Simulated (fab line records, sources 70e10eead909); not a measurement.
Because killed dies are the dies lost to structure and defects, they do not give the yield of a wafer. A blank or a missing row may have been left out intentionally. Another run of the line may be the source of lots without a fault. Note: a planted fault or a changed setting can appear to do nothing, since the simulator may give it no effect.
fab line records	flow nand_harc
[record] lots = 11	wafers = 33	last_day = 33
route steps=1302 shown A_CHANNEL_FILL_D2@616 THIN_TSV@1270 END@1301
lots that met no fault: from a run of the same line without faults
start_h: the number of hours between the record's first day and the start of the first shown wafer of the lot	wait_h: hours since the lot's step before	" the same as in the row above	L1.1+2: several wafers, shown together as one row	- no value present, or no start provided	* or withheld: withheld	< > ~ a bound
route shown NAME@n: NAME is a module with steps in the file, n the number in the route of the first one	usual: average and standard deviation across the fault-free wafers	same: alike in all rows	chamber/n: place in a boat	sites: the reading at each site	_std_site: standard deviation of those values	_edge_site: inner sites' mean taken away from outer sites' mean	radius_mm: for every site, how far away it sits from the centre of the wafer	mask NAME#n: copy n	behind: the last tool/chamber to shape the wafer	hold: what put the lot on hold/how long, in hours/how the hold closed	device: which transistor (n, p or np) failed to switch	end of line: the route-end tests of the same wafers	for a step that has no rows: nothing shown but its recipe	killed: not the wafer's yield, but the dies lost to structure and defects at the first sort	map: a wafer's dies, x killed, . not, _ none there
set.NAME: the setting the step ran with; set.NAME@STEP: the setting that earlier step ran with	model.NAME: the simulator's own value behind a step, which no gauge read
one table for each step of the route and one row for each wafer, over a sample of lots
services: a tool's chamber out of use, with start hour (start_h, from the record's first day; less than 0 if before it), hours out, and reason
[[steps]]
[step NHARC_A_CHANNEL_FILL_D2_ALD_16]
[recipe] target_thk_a = 15	pulse_time_s = 10	ald_cycles = 15	temp_c = 300	material = SiO2
[usual] heater_power_outer_w = 277/29	heater_power_w = 479/44	precursor_pulse_height_rel = 0.998/0.018
lot.wafer	tool	chamber	start_h	wait_h	heater_power_outer_w	heater_power_w	precursor_pulse_height_rel
L608.4	ald_hk-04	3	338.79	0.1	243	416	1.000
L608.1	"	0	"	"	286	486	0.973
L608.5	"	2	"	"	259	459	0.968
L606.2	ald_hk-04	3	338.92	0.2	241	404	0.994
L606.4	"	0	"	"	279	479	0.990
L606.6	"	3	"	"	236	400	0.985
L607.1	ald_hk-04	0	350.89	0.1	279	482	1.026
L607.5	"	3	"	"	241	401	0.997
L607.6	"	0	"	"	280	489	0.994
L612.1	ald_hk-04	1	382.63	0.1	320	551	1.005
L612.2	"	2	"	"	253	435	0.999
L612.3	"	3	"	"	239	402	1.015
L615.4	ald_hk-04	1	420.07	0.1	320	548	1.002
L615.1	"	2	"	"	243	453	1.022
L615.6	"	1	"	"	312	535	0.981
L619.3	ald_hk-04	1	455.02	0.1	316	552	1.011
L619.4	"	2	"	"	265	464	1.030
L619.5	"	2	"	"	256	459	1.016
L617.2	ald_hk-02	2	461.02	0.1	324	521	1.004
L617.4	"	3	"	"	251	445	0.973
L617.5	"	1	"	"	280	485	1.043
L623.2	ald_hk-01	3	495.30	0.0	228	455	0.985
L623.4	"	1	"	"	286	432	0.984
L623.3	"	2	"	"	258	413	0.967
L624.3	ald_hk-02	2	519.11	0.1	315	537	0.993
L624.6	"	3	"	"	260	441	1.004
L624.5	"	0	"	"	301	519	0.997
L626.4	ald_hk-04	3	525.00	0.2	228	407	0.975
L626.6	"	0	"	"	274	480	1.001
L626.5	"	1	"	"	318	558	0.990
L627.1	ald_hk-01	1	545.66	0.1	273	446	0.993
L627.4	"	3	"	"	229	466	0.988
L627.6	"	0	"	"	264	472	1.002
[step NHARC_THIN_TSV_DEGAS_49]
[recipe] temp_c = 300	time_s = 120
[usual] heater_power_w = 450/32
lot.wafer	tool	chamber	start_h	wait_h	heater_power_w
L606.4	pvd_sputter-01	-	576.81	0.1	435
L606.2	"	-	"	"	410
L606.6	"	-	"	"	499
L608.1	pvd_sputter-02	-	577.90	0.1	478
L608.4	"	-	"	"	471
L608.5	"	-	"	"	443
L607.1	pvd_sputter-03	-	600.31	0.1	492
L607.5	"	-	"	"	493
L607.6	"	-	"	"	454
L612.3	pvd_sputter-01	-	616.59	0.1	433
L612.1	"	-	"	"	474
L612.2	"	-	"	"	493
L615.4	pvd_sputter-02	-	650.92	0.1	448
L615.1	"	-	"	"	407
L615.6	"	-	"	"	460
L619.4	pvd_sputter-01	-	687.29	0.1	442
L619.3	"	-	"	"	472
L619.5	"	-	"	"	441
L617.4	pvd_sputter-01	-	688.64	0.1	517
L617.2	"	-	"	"	445
L617.5	"	-	"	"	441
L623.4	pvd_sputter-03	-	728.89	0.1	409
L623.2	"	-	"	"	481
L623.3	"	-	"	"	462
L624.3	pvd_sputter-01	-	758.77	0.1	508
L624.6	"	-	"	"	460
L624.5	"	-	"	"	398
L626.4	pvd_sputter-02	-	760.23	0.1	430
L626.5	"	-	"	"	412
L626.6	"	-	"	"	460
L627.4	pvd_sputter-01	-	775.40	0.1	437
L627.1	"	-	"	"	466
L627.6	"	-	"	"	505
[step NHARC_THIN_TSV_STRIP_56]
[recipe] power_w = 1500	temp_c = 250	chemistry = O2
[usual] drypump_motor_current_A = 5.9/0.55	heater_power_w = 374/39
lot.wafer	tool	chamber	start_h	wait_h	drypump_motor_current_A	heater_power_w	rf_hours_counter_h
L606.2	plasma_asher-02	0	580.45	0.1	5.2	315	27
L606.4	"	0	"	"	5.2	316	-
L606.6	"	0	"	"	5.2	321	-
L608.1	plasma_asher-02	0	581.71	0.1	5.2	327	28
L608.4	"	1	"	"	6.7	389	-
L608.5	"	1	"	"	6.7	372	-
L607.1	plasma_asher-01	1	604.04	0.1	6.1	417	16
L607.5	"	0	"	"	5.5	366	-
L607.6	"	1	"	"	6.1	426	-
L612.2	plasma_asher-01	0	620.34	0.1	5.5	363	21
L612.1	"	1	"	"	6.2	426	21
L612.3	"	0	"	"	5.5	363	-
L615.1	plasma_asher-01	1	654.81	0.1	6.1	416	28
L615.4	"	1	"	"	6.1	434	-
L615.6	"	1	"	"	6.1	429	-
L619.3	plasma_asher-01	1	691.21	0.2	6.1	428	-
L619.4	"	0	"	"	5.5	371	-
L619.5	"	0	"	"	5.5	358	-
L617.2	plasma_asher-01	1	692.44	0.1	6.1	426	36
L617.4	"	1	"	"	6.2	425	-
L617.5	"	0	"	"	5.5	364	-
L623.2	plasma_asher-01	1	732.81	0.3	6.2	421	5
L623.4	"	0	"	"	5.5	355	-
L623.3	"	1	"	"	6.1	429	-
L624.3	plasma_asher-02	1	762.70	0.2	6.6	394	-
L624.5	"	0	"	"	5.2	330	-
L624.6	"	1	"	"	6.6	407	-
L626.4	plasma_asher-02	1	764.15	0.2	6.6	410	-
L626.6	"	0	"	"	5.2	317	-
L626.5	"	1	"	"	6.6	410	-
L627.1	plasma_asher-02	0	779.14	0.1	5.2	324	35
L627.4	"	0	"	"	5.2	328	-
L627.6	"	1	"	"	6.6	410	-
[step NHARC_END_WLT_00]
[usual] VT_DECK1_BOTTOM = 0.873/0.0075	VT_DECK1_BOTTOM_INNER = 0.874/0.0074	VT_DECK1_MEDIAN_NEAR_BOTTOM = 0.874/0.0079	VT_DECK1_MEDIAN_NEAR_BOTTOM_INNER = 0.874/0.0078	VT_DECK1_MIDDLE = 0.886/0.0075	VT_DECK1_MIDDLE_INNER = 0.886/0.007	VT_DECK1_TOP = 0.899/0.0081	VT_DECK1_TOP_INNER = 0.897/0.0076	VT_DECK2_BOTTOM = 0.869/0.0068	VT_DECK2_BOTTOM_INNER = 0.870/0.0073	VT_DECK2_MEDIAN_NEAR_BOTTOM = 0.871/0.0075	VT_DECK2_MEDIAN_NEAR_BOTTOM_INNER = 0.870/0.0072	VT_DECK2_MIDDLE = 0.883/0.0074	VT_DECK2_MIDDLE_INNER = 0.883/0.0073	VT_DECK2_TOP = 0.895/0.0063	VT_DECK2_TOP_INNER = 0.895/0.0073
lot.wafer	tool	chamber	start_h	wait_h	VT_DECK1_BOTTOM	VT_DECK1_BOTTOM_INNER	VT_DECK1_MEDIAN_NEAR_BOTTOM	VT_DECK1_MEDIAN_NEAR_BOTTOM_INNER	VT_DECK1_MIDDLE	VT_DECK1_MIDDLE_INNER	VT_DECK1_TOP	VT_DECK1_TOP_INNER	VT_DECK2_BOTTOM	VT_DECK2_BOTTOM_INNER	VT_DECK2_MEDIAN_NEAR_BOTTOM	VT_DECK2_MEDIAN_NEAR_BOTTOM_INNER	VT_DECK2_MIDDLE	VT_DECK2_MIDDLE_INNER	VT_DECK2_TOP	VT_DECK2_TOP_INNER
L608.1	prober-01	-	587.50	0.0	0.881	0.868	0.870	0.868	0.880	0.878	0.892	0.894	0.884	0.879	0.887	0.892	0.893	0.902	0.913	0.915
L608.4	"	-	589.02	1.6	0.862	0.866	0.872	0.868	0.884	0.890	0.899	0.891	0.882	0.890	0.884	0.880	0.897	0.899	0.912	0.904
L608.5	"	-	"	"	0.871	0.867	0.862	0.869	0.880	0.884	0.895	0.890	0.892	0.890	0.898	0.889	0.900	0.910	0.915	0.915
L606.2	prober-02	-	588.02	0.6	0.866	0.864	0.870	0.865	0.888	0.882	0.887	0.889	0.875	0.877	0.875	0.870	0.894	0.893	0.905	0.901
L606.4	"	-	589.02	1.6	0.868	0.868	0.879	0.865	0.875	0.887	0.895	0.884	0.879	0.877	0.882	0.878	0.891	0.888	0.902	0.903
L606.6	"	-	"	"	0.862	0.873	0.868	0.867	0.879	0.884	0.894	0.889	0.880	0.885	0.875	0.873	0.892	0.887	0.901	0.903
L607.1	prober-02	-	609.51	0.1	0.868	0.867	0.874	0.868	0.886	0.873	0.889	0.890	0.877	0.879	0.883	0.882	0.888	0.892	0.893	0.898
L607.5	"	-	611.52	2.1	0.866	0.864	0.866	0.873	0.883	0.886	0.898	0.894	0.876	0.868	0.880	0.881	0.887	0.882	0.900	0.900
L607.6	"	-	"	"	0.875	0.870	0.877	0.873	0.882	0.880	0.890	0.902	0.880	0.886	0.877	0.882	0.880	0.890	0.899	0.910
L612.1	prober-01	-	624.57	0.0	0.870	0.873	0.873	0.873	0.885	0.884	0.894	0.888	0.868	0.860	0.870	0.866	0.888	0.875	0.892	0.889
L612.2	"	-	"	"	0.868	0.862	0.868	0.871	0.880	0.885	0.901	0.893	0.867	0.864	0.866	0.873	0.878	0.877	0.895	0.888
L612.3	"	-	"	"	0.871	0.870	0.867	0.881	0.886	0.881	0.896	0.888	0.858	0.865	0.859	0.871	0.882	0.882	0.897	0.900
L615.1	prober-01	-	659.76	0.0	0.881	0.873	0.873	0.874	0.887	0.888	0.908	0.902	0.877	0.874	0.877	0.876	0.888	0.882	0.897	0.898
L615.4	"	-	661.23	1.5	0.869	0.873	0.871	0.868	0.884	0.881	0.905	0.900	0.870	0.880	0.873	0.873	0.886	0.881	0.896	0.894
L615.6	"	-	"	"	0.873	0.874	0.871	0.869	0.885	0.876	0.897	0.902	0.879	0.878	0.864	0.879	0.879	0.885	0.897	0.897
L619.3	prober-01	-	698.80	1.0	0.866	0.873	0.865	0.869	0.890	0.882	0.899	0.898	0.869	0.864	0.865	0.876	0.889	0.883	0.893	0.884
L619.4	"	-	"	"	0.863	0.866	0.871	0.865	0.881	0.884	0.897	0.890	0.866	0.863	0.872	0.874	0.875	0.880	0.886	0.898
L619.5	"	-	"	"	0.860	0.867	0.867	0.874	0.882	0.883	0.898	0.895	0.862	0.858	0.868	0.871	0.876	0.872	0.893	0.891
L617.2	prober-02	-	706.11	8.3	0.882	0.881	0.884	0.890	0.894	0.901	0.909	0.902	0.875	0.871	0.886	0.874	0.881	0.884	0.903	0.899
L617.4	"	-	707.13	9.4	0.875	0.884	0.886	0.887	0.883	0.899	0.899	0.910	0.873	0.867	0.868	0.871	0.885	0.888	0.901	0.902
L617.5	"	-	"	"	0.874	0.890	0.885	0.877	0.899	0.891	0.919	0.907	0.867	0.867	0.876	0.866	0.885	0.886	0.896	0.901
L623.2	prober-01	-	738.63	0.5	0.872	0.868	0.872	0.873	0.875	0.873	0.895	0.890	0.871	0.865	0.868	0.862	0.880	0.876	0.894	0.883
L623.3	"	-	"	"	0.872	0.871	0.873	0.869	0.881	0.886	0.897	0.898	0.862	0.856	0.864	0.860	0.881	0.873	0.894	0.882
L623.4	"	-	"	"	0.864	0.870	0.876	0.874	0.884	0.888	0.894	0.890	0.861	0.868	0.862	0.868	0.872	0.882	0.893	0.890
L624.3	prober-02	-	771.20	1.1	0.895	0.885	0.894	0.900	0.904	0.898	0.908	0.913	0.857	0.860	0.858	0.859	0.875	0.875	0.888	0.895
L624.5	"	-	772.20	2.1	0.876	0.887	0.881	0.885	0.893	0.897	0.913	0.915	0.865	0.858	0.860	0.862	0.876	0.885	0.891	0.891
L624.6	"	-	"	"	0.884	0.873	0.894	0.891	0.899	0.903	0.916	0.918	0.861	0.858	0.862	0.849	0.874	0.879	0.890	0.893
L626.4	prober-01	-	771.69	1.5	0.872	0.880	0.883	0.880	0.895	0.898	0.903	0.902	0.861	0.861	0.863	0.856	0.880	0.875	0.886	0.891
L626.5	"	-	"	"	0.875	0.873	0.880	0.878	0.887	0.886	0.910	0.895	0.869	0.874	0.869	0.862	0.877	0.882	0.897	0.890
L626.6	"	-	"	"	0.873	0.880	0.886	0.882	0.886	0.883	0.900	0.895	0.863	0.861	0.863	0.862	0.883	0.878	0.897	0.885
L627.1	prober-02	-	784.60	0.1	0.880	0.883	0.880	0.875	0.882	0.889	0.910	0.898	0.872	0.865	0.872	0.874	0.889	0.885	0.895	0.896
L627.4	"	-	786.09	1.5	0.872	0.875	0.869	0.875	0.893	0.894	0.904	0.899	0.872	0.866	0.870	0.866	0.885	0.882	0.887	0.889
L627.6	"	-	"	"	0.876	0.879	0.873	0.884	0.877	0.891	0.897	0.901	0.867	0.871	0.869	0.873	0.888	0.876	0.902	0.883
[step NHARC_END_SORT_01]
[recipe] temp_c = 25
[usual] killed_at_array = 54/16	killed_at_other = 0.6/0.86	killed_at_periphery = 3.8/2.6	killed_dies = 58/16	killed_open = 3.3/1.8	killed_short = 2.7/1.7
[same] gross_dies = 677
lot.wafer	tool	chamber	start_h	wait_h	killed_at_array	killed_at_other	killed_at_periphery	killed_dies	killed_open	killed_short
L608.1	prober-01	0	590.53	2.5	58	1	4	63	4	3
L608.4	prober-01	0	592.96	3.4	56	0	3	59	3	0
L608.5	prober-01	0	593.77	3.7	65	0	5	70	6	3
L606.2	prober-02	0	591.30	2.8	30	0	3	33	5	2
L606.4	prober-02	0	592.88	3.4	24	0	6	30	6	3
L606.6	prober-02	0	594.45	3.9	30	3	3	36	3	4
L607.1	prober-02	0	612.52	2.5	49	0	4	53	3	3
L607.5	prober-02	0	615.71	3.7	51	2	4	57	5	4
L607.6	prober-02	0	616.50	4.0	45	1	6	52	2	3
L612.1	prober-01	0	627.59	2.5	71	0	0	71	4	1
L612.2	prober-01	0	628.37	2.8	63	0	0	63	1	1
L612.3	prober-01	0	629.16	3.1	62	0	0	62	2	2
L615.1	prober-01	0	662.71	2.5	162	0	5	167	2	0
L615.4	prober-01	0	665.13	3.4	174	0	6	180	1	4
L615.6	prober-01	0	666.75	4.0	177	0	3	180	2	1
L619.3	prober-01	0	702.37	3.1	128	1	2	131	2	2
L619.4	prober-01	0	703.16	3.4	125	0	4	129	4	2
L619.5	prober-01	0	703.96	3.7	129	1	5	135	4	2
L617.2	prober-02	0	709.45	2.8	54	0	4	58	4	5
L617.4	prober-02	0	711.03	3.4	52	0	1	53	2	3
L617.5	prober-02	0	711.82	3.7	53	0	3	56	6	4
L623.2	prober-01	0	741.93	2.8	63	0	4	67	6	3
L623.3	prober-01	0	742.74	3.1	53	0	4	57	2	5
L623.4	prober-01	0	743.54	3.4	53	1	5	59	4	0
L624.3	prober-02	0	774.81	3.1	53	2	5	60	2	1
L624.5	prober-02	0	776.43	3.7	54	0	3	57	4	1
L624.6	prober-02	0	777.23	4.0	62	1	3	66	5	3
L626.4	prober-01	0	775.58	3.4	37	2	4	43	4	3
L626.5	prober-01	0	776.37	3.7	33	1	0	34	4	4
L626.6	prober-01	0	777.17	4.0	34	3	2	39	3	3
L627.1	prober-02	0	787.58	2.5	39	0	4	43	2	1
L627.4	prober-02	0	790.03	3.4	49	0	3	52	4	3
L627.6	prober-02	0	791.67	4.1	39	0	6	45	5	1
// killed by level:class
L608.1 A_CHANNEL_HOLE_D2:chamber_film_flake=24 A_CHANNEL_HOLE_D1:chamber_film_flake=23 P_STI:chamber_film_flake=2 A_STAIRCASE:chamber_film_flake=2 P_GATE:geometric_particle:open=1 A_DECK1_JOINT:geometric_particle:open=1 A_ONON_D2:geometric_particle:short=1 A_CHANNEL_FILL_D2:geometric_particle:short=1
L606.2 A_CHANNEL_HOLE_D2:chamber_film_flake=9 A_CONTACT:chamber_film_flake=8 P_ZERO_WELL:chamber_film_flake=2 A_CHANNEL_HOLE_D1:chamber_film_flake=2 A_DECK1_JOINT:chamber_film_flake=2 A_STAIRCASE:chamber_film_flake=2 P_CONTACT:geometric_particle:short=1 A_ONON_D1:geometric_particle:open=1
L606.4 A_DECK1_JOINT:chamber_film_flake=4 A_CONTACT:chamber_film_flake=4 A_CHANNEL_HOLE_D1:chamber_film_flake=3 A_CHANNEL_HOLE_D2:chamber_film_flake=3 P_M2:geometric_particle:open=2 P_GATE:chamber_film_flake=2 A_WL_FILL:geometric_particle:open=2 A_STAIRCASE:chamber_film_flake=2
L608.4 A_CHANNEL_HOLE_D2:chamber_film_flake=26 A_CHANNEL_HOLE_D1:chamber_film_flake=23 A_CONTACT:chamber_film_flake=3 P_STI:chamber_film_flake=2 A_STAIRCASE:chamber_film_flake=2 P_STI:geometric_particle:open=1 A_DECK1_JOINT:geometric_particle:open=1 A_M1:geometric_particle:open=1
L608.5 A_CHANNEL_HOLE_D1:chamber_film_flake=28 A_CHANNEL_HOLE_D2:chamber_film_flake=23 P_STI:chamber_film_flake=3 A_CONTACT:chamber_film_flake=3 A_CHANNEL_FILL_D1:geometric_particle:open=2 P_M0:geometric_particle:open=1 P_M1:geometric_particle:open=1 A_CHANNEL_HOLE_D1:geometric_particle:short=1
L606.6 A_CHANNEL_HOLE_D2:chamber_film_flake=7 A_CONTACT:chamber_film_flake=6 A_STAIRCASE:chamber_film_flake=5 A_CHANNEL_HOLE_D1:chamber_film_flake=3 A_DECK1_JOINT:chamber_film_flake=3 THIN_TSV:chamber_film_flake=2 A_SOURCE_PLATE:geometric_particle:short=1 A_ONON_D1:geometric_particle:open=1
L607.1 A_CHANNEL_HOLE_D2:chamber_film_flake=32 A_STAIRCASE:chamber_film_flake=5 A_CONTACT:chamber_film_flake=3 A_DECK1_JOINT:geometric_particle:short=2 P_STI:chamber_film_flake=2 P_GATE:geometric_particle:short=1 P_M2:geometric_particle:open=1 A_CHANNEL_FILL_D1:geometric_particle:open=1
L607.5 A_CHANNEL_HOLE_D2:chamber_film_flake=33 A_CHANNEL_HOLE_D1:chamber_film_flake=5 A_SOURCE_PLATE:geometric_particle:short=2 A_M0:geometric_particle:open=2 P_STI:chamber_film_flake=2 A_STAIRCASE:chamber_film_flake=2 A_WL_FILL:chamber_film_flake=2 THIN_TSV:chamber_film_flake=2
L607.6 A_CHANNEL_HOLE_D2:chamber_film_flake=34 P_STI:chamber_film_flake=3 A_CONTACT:chamber_film_flake=3 A_WL_FILL:geometric_particle:short=2 A_M0:chamber_film_flake=2 P_CONTACT:geometric_particle:short=1 A_ONON_D1:geometric_particle:open=1 A_SGD_CUT:geometric_particle:open=1
L612.1 A_CHANNEL_HOLE_D2:chamber_film_flake=40 A_SLIT:chamber_film_flake=17 A_CHANNEL_HOLE_D1:chamber_film_flake=4 A_CONTACT:chamber_film_flake=3 A_ONON_D2:geometric_particle:open=2 A_STAIRCASE:chamber_film_flake=2 A_CHANNEL_FILL_D1:geometric_particle:open=1 A_DECK1_JOINT:geometric_particle:open=1
L612.2 A_CHANNEL_HOLE_D2:chamber_film_flake=33 A_SLIT:chamber_film_flake=24 A_CONTACT:chamber_film_flake=2 A_ONON_D2:geometric_particle:short=1 A_M0:geometric_particle:open=1 A_CHANNEL_HOLE_D1:chamber_film_flake=1 A_STAIRCASE:chamber_film_flake=1
L612.3 A_CHANNEL_HOLE_D2:chamber_film_flake=33 A_SLIT:chamber_film_flake=15 A_CHANNEL_HOLE_D1:chamber_film_flake=8 A_DECK1_JOINT:geometric_particle:open=1 A_ONON_D2:geometric_particle:short=1 A_ONON_D2:geometric_particle:open=1 A_WL_FILL:geometric_particle:short=1 A_ZERO_WELL:chamber_film_flake=1
L615.1 A_CHANNEL_FILL_D2:unspecified=99 A_CHANNEL_HOLE_D1:chamber_film_flake=25 A_SLIT:chamber_film_flake=18 A_CHANNEL_HOLE_D2:chamber_film_flake=14 P_GATE:chamber_film_flake=3 A_BLC:chamber_film_flake=3 A_STAIRCASE:chamber_film_flake=2 P_GATE:geometric_particle:open=1
L615.4 A_CHANNEL_FILL_D2:unspecified=94 A_CHANNEL_HOLE_D1:chamber_film_flake=41 A_SLIT:chamber_film_flake=16 A_CHANNEL_HOLE_D2:chamber_film_flake=7 A_CONTACT:chamber_film_flake=5 P_M2:chamber_film_flake=3 A_WL_FILL:chamber_film_flake=3 A_SOURCE_PLATE:geometric_particle:short=2
L615.6 A_CHANNEL_FILL_D2:unspecified=96 A_CHANNEL_HOLE_D1:chamber_film_flake=33 A_SLIT:chamber_film_flake=19 A_CHANNEL_HOLE_D2:chamber_film_flake=15 A_BLC:chamber_film_flake=4 A_CONTACT:chamber_film_flake=3 A_CHANNEL_FILL_D2:chamber_film_flake=2 A_STAIRCASE:chamber_film_flake=2
L619.3 A_CHANNEL_FILL_D2:unspecified=93 A_CHANNEL_HOLE_D2:chamber_film_flake=13 A_CHANNEL_HOLE_D1:chamber_film_flake=7 A_SLIT:chamber_film_flake=5 A_CHANNEL_FILL_D2:geometric_particle:open=2 P_M1:chamber_film_flake=2 A_CONTACT:chamber_film_flake=2 A_ONON_D1:geometric_particle:short=1
L619.4 A_CHANNEL_FILL_D2:unspecified=96 A_CHANNEL_HOLE_D2:chamber_film_flake=12 A_CHANNEL_HOLE_D1:chamber_film_flake=6 A_SLIT:chamber_film_flake=4 A_SOURCE_PLATE:geometric_particle:open=2 P_STI:chamber_film_flake=2 A_DECK1_JOINT:geometric_particle:open=1 A_ONON_D2:geometric_particle:short=1
L619.5 A_CHANNEL_FILL_D2:unspecified=92 A_CHANNEL_HOLE_D2:chamber_film_flake=14 A_CHANNEL_HOLE_D1:chamber_film_flake=10 P_STI:chamber_film_flake=3 A_SLIT:chamber_film_flake=3 A_ZERO_WELL:chamber_film_flake=2 A_M1:chamber_film_flake=2 P_STI:geometric_particle:short=1
L617.2 A_CHANNEL_HOLE_D1:chamber_film_flake=35 P_GATE:chamber_film_flake=3 A_M1:chamber_film_flake=3 A_ONON_D1:geometric_particle:short=2 A_WL_FILL:geometric_particle:short=2 A_CONTACT:chamber_film_flake=2 P_CONTACT:geometric_particle:open=1 A_CHANNEL_HOLE_D1:geometric_particle:short=1
L617.4 A_CHANNEL_HOLE_D1:chamber_film_flake=29 A_STAIRCASE:chamber_film_flake=7 A_CHANNEL_FILL_D1:chamber_film_flake=4 A_CONTACT:chamber_film_flake=4 A_WL_FILL:geometric_particle:short=2 A_SLIT:chamber_film_flake=2 P_M1:geometric_particle:open=1 A_ONON_D1:geometric_particle:short=1
L617.5 A_CHANNEL_HOLE_D1:chamber_film_flake=34 A_STAIRCASE:chamber_film_flake=4 A_DECK1_JOINT:geometric_particle:open=2 A_WL_FILL:geometric_particle:short=2 A_WL_FILL:geometric_particle:open=2 P_ZERO_WELL:chamber_film_flake=2 A_SLIT:chamber_film_flake=2 P_CONTACT:geometric_particle:open=1
L623.2 A_SLIT:chamber_film_flake=20 A_CHANNEL_HOLE_D2:chamber_film_flake=19 A_CONTACT:chamber_film_flake=7 A_CHANNEL_HOLE_D1:chamber_film_flake=5 P_CONTACT:chamber_film_flake=4 A_ONON_D1:geometric_particle:open=2 A_WL_FILL:chamber_film_flake=2 A_CHANNEL_HOLE_D1:geometric_particle:short=1
L623.3 A_SLIT:chamber_film_flake=15 A_CHANNEL_HOLE_D2:chamber_film_flake=13 A_CONTACT:chamber_film_flake=9 P_CONTACT:chamber_film_flake=3 A_CHANNEL_HOLE_D1:chamber_film_flake=3 A_WL_FILL:chamber_film_flake=3 A_CONTACT:geometric_particle:short=2 A_CHANNEL_HOLE_D1:geometric_particle:open=1
L623.4 A_SLIT:chamber_film_flake=15 A_CHANNEL_HOLE_D2:chamber_film_flake=13 A_CHANNEL_HOLE_D1:chamber_film_flake=10 A_CONTACT:chamber_film_flake=6 P_CONTACT:chamber_film_flake=3 A_WL_FILL:chamber_film_flake=2 A_ONON_D1:geometric_particle:open=1 A_CHANNEL_FILL_D2:geometric_particle:open=1
L624.3 A_CHANNEL_HOLE_D2:chamber_film_flake=19 A_SLIT:chamber_film_flake=15 A_CHANNEL_HOLE_D1:chamber_film_flake=10 P_CONTACT:chamber_film_flake=3 A_CONTACT:chamber_film_flake=3 THIN_TSV:chamber_film_flake=2 A_CHANNEL_FILL_D1:geometric_particle:open=1 A_WL_FILL:geometric_particle:short=1
L626.4 A_CHANNEL_HOLE_D1:chamber_film_flake=12 A_SLIT:chamber_film_flake=8 A_M1:chamber_film_flake=4 A_WL_FILL:geometric_particle:short=3 A_CONTACT:chamber_film_flake=3 A_STAIRCASE:chamber_film_flake=2 A_WL_FILL:chamber_film_flake=2 THIN_TSV:chamber_film_flake=2
L626.5 A_CHANNEL_HOLE_D1:chamber_film_flake=12 A_SLIT:chamber_film_flake=6 A_SGD_CUT:geometric_particle:open=3 A_STAIRCASE:chamber_film_flake=3 A_M1:chamber_film_flake=2 A_ONON_D1:geometric_particle:open=1 A_CHANNEL_HOLE_D2:geometric_particle:short=1 A_SGD_CUT:geometric_particle:short=1
L624.5 A_CHANNEL_HOLE_D2:chamber_film_flake=17 A_SLIT:chamber_film_flake=14 A_CHANNEL_HOLE_D1:chamber_film_flake=6 A_CONTACT:chamber_film_flake=4 A_STAIRCASE:chamber_film_flake=3 A_CHANNEL_FILL_D2:chamber_film_flake=2 A_CHANNEL_FILL_D1:chamber_film_flake=2 P_M2:geometric_particle:open=1
L626.6 A_CHANNEL_HOLE_D1:chamber_film_flake=15 A_SLIT:chamber_film_flake=8 A_CONTACT:chamber_film_flake=4 A_CHANNEL_FILL_D2:geometric_particle:short=2 A_STAIRCASE:chamber_film_flake=2 THIN_TSV:chamber_film_flake=2 P_CONTACT:geometric_particle:open=1 A_CHANNEL_FILL_D1:geometric_particle:open=1
L624.6 A_SLIT:chamber_film_flake=22 A_CHANNEL_HOLE_D2:chamber_film_flake=14 A_CONTACT:chamber_film_flake=8 A_CHANNEL_HOLE_D1:chamber_film_flake=5 A_STAIRCASE:chamber_film_flake=3 A_ONON_D2:geometric_particle:short=2 P_GATE:chamber_film_flake=2 A_CHANNEL_FILL_D2:chamber_film_flake=2
L627.1 A_CHANNEL_HOLE_D2:chamber_film_flake=19 A_SLIT:chamber_film_flake=6 A_CONTACT:chamber_film_flake=5 A_STAIRCASE:chamber_film_flake=3 P_M0:chamber_film_flake=2 A_CHANNEL_FILL_D1:chamber_film_flake=2 A_M0:chamber_film_flake=2 P_M0:geometric_particle:open=1
L627.4 A_CHANNEL_HOLE_D2:chamber_film_flake=21 A_SLIT:chamber_film_flake=12 A_STAIRCASE:chamber_film_flake=4 A_CONTACT:chamber_film_flake=2 P_M0:geometric_particle:open=1 A_CHANNEL_HOLE_D1:geometric_particle:open=1 A_CHANNEL_FILL_D1:geometric_particle:short=1 A_CHANNEL_FILL_D1:geometric_particle:open=1
L627.6 A_CHANNEL_HOLE_D2:chamber_film_flake=15 A_STAIRCASE:chamber_film_flake=7 A_CONTACT:chamber_film_flake=5 A_SLIT:chamber_film_flake=4 P_ZERO_WELL:chamber_film_flake=3 P_M0:geometric_particle:open=1 A_SOURCE_PLATE:geometric_particle:open=1 A_CHANNEL_HOLE_D1:geometric_particle:open=1
[[services]]
tool	chamber	start_h	hours	kind
plasma_asher-02	-	315.07	0.5	repair
ald_hk-04	-	325.21	0.5	repair
plasma_asher-01	-	343.38	9.0	pm
pvd_sputter-03	-	346.57	1.1	repair
pvd_sputter-03	-	357.17	10.0	pm
pvd_sputter-02	-	396.47	2.2	repair
pvd_sputter-01	-	404.00	10.0	pm
ald_hk-04	-	425.84	0.6	repair
plasma_asher-02	-	428.53	9.0	pm
pvd_sputter-03	-	434.31	2.7	repair
pvd_sputter-01	-	456.18	2.6	repair
pvd_sputter-02	-	460.07	10.0	pm
plasma_asher-01	-	520.38	9.0	pm
ald_hk-04	-	521.28	2.5	repair
ald_hk-02	-	529.24	10.0	pm
pvd_sputter-01	-	553.70	2.7	repair
pvd_sputter-01	-	570.31	2.8	repair
pvd_sputter-01	-	582.00	10.0	pm
ald_hk-04	-	583.17	0.6	repair
plasma_asher-02	-	605.53	9.0	pm
ald_hk-04	-	618.28	10.0	pm
pvd_sputter-02	-	638.07	10.0	pm
plasma_asher-01	-	697.38	9.0	pm
pvd_sputter-01	-	760.00	10.0	pm
[[key]]
[first_sign] step = NHARC_END_SORT_01	reading = killed_at_array	direction = up	sigmas = 6	usual = 54	struck = 149
[effect] step = NHARC_END_SORT_01	reading = killed_dies	direction = up	sigmas = 5.9	usual = 58	struck = 154
[more_kills_born_at] NHARC_A_CHANNEL_FILL_D2_ALD_16@ald_hk-04 = 570
met_at NHARC_A_CHANNEL_FILL_D2_ALD_16
struck_lots L615,L619
tester_left_out L615,L619
not_acting_at NHARC_THIN_TSV_DEGAS_49,NHARC_THIN_TSV_STRIP_56,NHARC_END_WLT_00
onset_between 382.63 420.07
[fault] kind = chamber_particle_source	tool = ald_hk-04	chamber = -	onset_h = 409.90	steps = NHARC_A_CHANNEL_FILL_D2_ALD_16	rate_per_visit_cm2 = 1.3427	end_h = 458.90
// tester_left_out: of these lots the tester's yield and bins aren't shown, on N5 and GAA mostly nor the transistor test; their killed dies are dies lost to structure and defects alone, not to doping, threshold or leakage, so they don't give the yield
